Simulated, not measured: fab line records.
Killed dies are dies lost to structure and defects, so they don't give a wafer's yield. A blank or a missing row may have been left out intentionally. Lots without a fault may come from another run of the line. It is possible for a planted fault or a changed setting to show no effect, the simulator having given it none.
Struck lot and sound lot, side by side | flow n5_finfet | 15 steps out of a route of 1938
Sound: these wafers, L486.2, L486.5, L486.6. Struck: wafers L493.2, L493.3, L493.5. At the end, the cause is stated.
For every step that has rows: the tool of each side, followed by ch and its chambers, followed by its first start. Under that, the readings that differ: sound wafers | struck wafers | difference of the means | sigmas: that difference in standard deviations of wafers without a fault.
alike: same words and numbers on both sides, and readings whose means sit less than 2 such deviations apart. not compared: any withheld reading, any reading some wafer has no value for, any bound like >300 that may hide the same value, and any number with overlapping values for which the record gives no deviation.
A row with sigmas, a row that says differs or no value, or rows on one side alone: a step with any of these is where the two part. Numbers that don't overlap but have no deviation are shown without sigmas and don't part them. Lack of a reading on every wafer of one side parts them only where that side has two or more wafers.

first, 1 step without rows for these wafers: N5_STI_FIN_REVEAL_DENSIFY_02 (time 1800 s).
N5_STI_FIN_REVEAL_CMP_04: polishes, stops on Si3N4, t overpolish 4 s, target thk 131.83 nm.
  sound on cmp-03 ch 1,2, day 5 04:41; struck on cmp-04 ch 1,3, day 6 20:35
  reading                      | sound             | struck            | difference | sigmas
  retaining_ring_pressure_frac | 0.998 1.003 0.990 | 1.003 1.011 1.008 | +0.010     | +2
  alike: edge_zone_pressure_frac, motor_current_A, overpolish_run_s, time_to_endpoint_s
N5_STI_FIN_REVEAL_THK_MEAS_05:
  sound on film_metro-01 at day 5 04:57; struck on film_metro-01 at day 6 20:50
  alike: thk_nm
N5_STI_FIN_REVEAL_DENSIFY_30:
  sound on rtp_anneal-01 ch 0, day 5 05:01; struck on rtp_anneal-02 ch 0, day 6 20:55
  alike: lamp_power_pct, lamp_zone_2_pct
  not compared: wafer_temp_C_max
then, 1 step without rows for these wafers: N5_STI_FIN_REVEAL_ETCHBACK_08 (etches SiO2 in C4F6/O2, target depth 30.5 nm, time 10.167 s).
N5_STI_FIN_REVEAL_STRIP_24: strips in N2/H2, time 90 s.
  sound on rie_diel-06 ch 0,1,3, day 5 05:14; struck on rie_diel-06 ch 0,2,3, day 6 21:17
  alike: chamber_pressure_mTorr, drypump_motor_current_A, oes_product_au, rf_vpp_V, showerhead_plenum_p_Torr, throttle_valve_pct
  not compared: rf_hours_counter_h
then, 4 steps without rows for these wafers: N5_STI_FIN_REVEAL_PRECLEAN_25 (cleans in SPM, time 90 s); N5_STI_FIN_REVEAL_PRECLEAN_26 (cleans in SC1, time 45 s); N5_STI_FIN_REVEAL_PRECLEAN_29 (cleans in DHF, time 30 s); N5_STI_FIN_REVEAL_SRD_12 (time 30 s).
N5_STI_FIN_REVEAL_RECESS_09: chemistry HF/NH3, target SiO2, afs cycles 11, target depth 42.5 nm, sublimation time 60 s.
  sound on vapor_etch-01 ch 0,1, day 5 05:27; struck on vapor_etch-02 ch 0,1, day 6 21:31
  alike: drypump_motor_current_A
then, 1 step without rows for these wafers: N5_STI_FIN_REVEAL_STRIP_16 (strips SiNx in H3PO4, target depth 23.8 nm).
N5_STI_FIN_REVEAL_PRECLEAN_17: cleans in NF3:NH3, afs cycles 1, time 20 s, sublimation time 60 s.
  sound on remote_plasma-02 ch 1, day 5 07:23; struck on remote_plasma-01 ch 1, day 6 23:26
  reading    | sound    | struck               | difference | sigmas
  time_s (s) | 20 20 20 | 18.793 18.793 18.793 | -1.207     |
N5_STI_FIN_REVEAL_ETCH_34: etches Si in H2, material Si, target depth 0.97 nm.
  sound on rie_si-02 ch 1,2,3, day 5 07:34; struck on rie_si-01 ch 0,1,2, day 6 23:36
  alike: chamber_pressure_mTorr, drypump_motor_current_A, oes_product_au, throttle_valve_pct
  not compared: rf_hours_counter_h
following that, these wafers have no rows for 1 step: N5_PASSIVATION_PROBE_49.

## WHERE THEY PART
Only at N5_STI_FIN_REVEAL_CMP_04, within this record. Later steps at which nothing parts them and some readings are alike: N5_STI_FIN_REVEAL_THK_MEAS_05, N5_STI_FIN_REVEAL_DENSIFY_30, N5_STI_FIN_REVEAL_STRIP_24, N5_STI_FIN_REVEAL_RECESS_09, N5_STI_FIN_REVEAL_ETCH_34.

WHY: what the simulator had put in
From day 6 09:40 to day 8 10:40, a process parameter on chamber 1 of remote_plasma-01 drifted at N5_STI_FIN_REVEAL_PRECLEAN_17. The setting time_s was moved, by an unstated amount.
